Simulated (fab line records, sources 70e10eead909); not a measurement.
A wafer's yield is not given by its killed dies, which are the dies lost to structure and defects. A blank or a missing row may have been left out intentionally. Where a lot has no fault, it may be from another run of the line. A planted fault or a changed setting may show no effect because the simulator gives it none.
Matching of chambers | flow nandHarc | pecvd-01 running NHARC_A_STAIRCASE_DEP_322: 3 sister chambers
The step deposits SiO2, target thk 3800 nm. 3 wafers are shown with their chamber, then 8 later ones without.

## WAFERS PAIRED WITH THEIR CHAMBERS
wafer  | chamber | heaterPowerW (W)
L085.4 | 1       | 508
L085.6 | 2       | 527
L092.1 | 0       | 704

## WAFERS WITHOUT THEIR CHAMBER
wafer  | heaterPowerW (W)
L092.2 | 596
L092.6 | 537
L090.1 | 620
L090.4 | 506
L090.6 | 666
L095.3 | 808
L095.4 | 515
L095.5 | 523

## EACH ONE'S CHAMBER
wafer  | from the rows above          | in truth
L092.2 | can't be placed: 2 or 1 or 0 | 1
L092.6 | can't be placed: 2 or 1      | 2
L090.1 | can't be placed: 0 or 2 or 1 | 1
L090.4 | can't be placed: 1 or 2      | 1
L090.6 | can't be placed: 0 or 2      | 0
L095.3 | 0                            | 0
L095.4 | can't be placed: 1 or 2      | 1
L095.5 | can't be placed: 2 or 1      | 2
Correctly placed: 1 of 8. Cannot be placed on the basis of these rows: 7; the candidates contain the true chamber in 7. Placed wrongly: 0.
How it was worked out, from the rows above alone: a wafer's distance from a chamber is the root of the sum, over the readings, of the square of ((its reading less the chamber's mean) divided by the reading's scatter). The wafer belongs to the nearest chamber; if the next one is less than 2 further off, it can't be placed. Each chamber's mean is taken over the wafers shown for it. The scatter: root of mean squared gap, hidden wafer to nearest shown wafer, with one shown wafer a chamber.
